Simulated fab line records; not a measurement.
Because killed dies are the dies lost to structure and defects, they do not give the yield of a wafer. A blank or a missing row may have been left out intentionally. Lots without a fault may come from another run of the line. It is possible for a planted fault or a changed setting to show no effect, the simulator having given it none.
Which tool did it? ; flow n5-finfet ; 22 lots with 66 wafers sampled at 2 steps, on a route of 1938 steps

## WHAT THE GAUGES READ, wafer by wafer
N5_BEOL_M9_THK_MEAS_01.
lot;measured;on;M9_ILD_THK (nm)
L076;day 9 13:59;film-metro-02;265 261 267
L075;day 10 04:58;film-metro-01;270 268 273
L077;day 10 20:52;film-metro-01;267 270 271
L081;day 11 02:50;film-metro-02;268 262 270
L079;day 11 06:34;film-metro-01;268 269 269
L080;day 11 06:48;film-metro-01;261 262 267
L082;day 11 18:45;film-metro-02;265 269 261
L084;day 12 06:02;film-metro-02;266 265 271
L083;day 12 08:01;film-metro-01;264 269 269
L085;day 12 10:33;film-metro-02;266 266 272
L086;day 12 13:47;film-metro-01;263 267 265
L087;day 12 22:00;film-metro-02;267 270 271
L089;day 13 01:42;film-metro-01;270 272 270
L088;day 13 02:20;film-metro-02;263 264 269
L090;day 13 04:14;film-metro-01;269 265 272
L091;day 13 12:11;film-metro-01;266 274 271
L093;day 14 10:19;film-metro-02;271 269 270
L092;day 14 10:51;film-metro-02;262 267 270
L095;day 14 20:40;film-metro-01;257 262 262
L094;day 14 21:11;film-metro-01;269 272 268
L096;day 15 02:26;film-metro-02;264 266 270
L097;day 15 03:19;film-metro-02;263 270 272

## WHICH TOOL RAN EACH LOT (tool, then ch and the chambers of the sampled wafers, then the start)
lot;N5_BEOL_M8_ANNEAL_51
L076;rtp-anneal-02 ch 0, day 9 12:35
L075;rtp-anneal-02 ch 0, day 10 02:07
L077;rtp-anneal-01 ch 0, day 10 19:28
L081;rtp-anneal-01 ch 0, day 11 01:30
L079;rtp-anneal-01 ch 0, day 11 04:23
L080;rtp-anneal-01 ch 0, day 11 05:07
L082;rtp-anneal-01 ch 0, day 11 17:22
L084;rtp-anneal-01 ch 0, day 12 04:42
L083;rtp-anneal-02 ch 0, day 12 06:11
L085;rtp-anneal-01 ch 0, day 12 09:15
L086;rtp-anneal-01 ch 0, day 12 12:22
L087;rtp-anneal-02 ch 0, day 12 20:37
L089;rtp-anneal-01 ch 0, day 13 00:26
L088;rtp-anneal-01 ch 0, day 13 00:55
L090;rtp-anneal-02 ch 0, day 13 02:52
L091;rtp-anneal-01 ch 0, day 13 10:47
L093;rtp-anneal-02 ch 0, day 14 08:45
L092;rtp-anneal-02 ch 0, day 14 09:17
L095;rtp-anneal-01 ch 0, day 14 19:17
L094;rtp-anneal-01 ch 0, day 14 19:49
L096;rtp-anneal-02 ch 0, day 15 00:46
L097;rtp-anneal-01 ch 0, day 15 01:59
- N5_BEOL_M8_ANNEAL_51: time 90 s.

## WHAT THE TOOLS THEMSELVES READ (means of the sampled wafers that have a number; where no wafer has one, the mark that the record gives instead)
N5_BEOL_M8_ANNEAL_51.
lot;tool;wafer_temp_C_max
L076;rtp-anneal-02;225.7
L075;rtp-anneal-02;225.8
L077;rtp-anneal-01;226.4
L081;rtp-anneal-01;226.5
L079;rtp-anneal-01;226.3
L080;rtp-anneal-01;226.2
L082;rtp-anneal-01;226.3
L084;rtp-anneal-01;226.6
L083;rtp-anneal-02;226.1
L085;rtp-anneal-01;225.9
L086;rtp-anneal-01;226.0
L087;rtp-anneal-02;225.6
L089;rtp-anneal-01;226.6
L088;rtp-anneal-01;226.5
L090;rtp-anneal-02;225.6
L091;rtp-anneal-01;226.4
L093;rtp-anneal-02;225.6
L092;rtp-anneal-02;225.8
L095;rtp-anneal-01;226.5
L094;rtp-anneal-01;226.4
L096;rtp-anneal-02;225.7
L097;rtp-anneal-01;226.1

## THE ANSWER, worked out from the rows above alone
Rule: usual is defined by the lots themselves. Put in order of their means at a reading, lots are off if they are a third of the lots or fewer, leave a main group of 4 or more, and stand apart from it by a gap of 3 or more times the standard deviation of the main group's means; of several such gaps the widest counts. If all means in a main group match to the digits the tables above print for the reading, that group is not used. Also off: a lot with no number at a reading for which 4 or more lots have one. The other lots that the step has rows for count as sound. The gauges are gone through in route order, then the tools' own readings, and for those a lot's mean is taken as printed above. The first step at which some lot is off is used, and at that step the reading that is off furthest; a lot without a number counts as furthest.
None of the lots is off at any reading shown; this tells nothing.

## WHAT THE SIMULATOR HAD INSERTED
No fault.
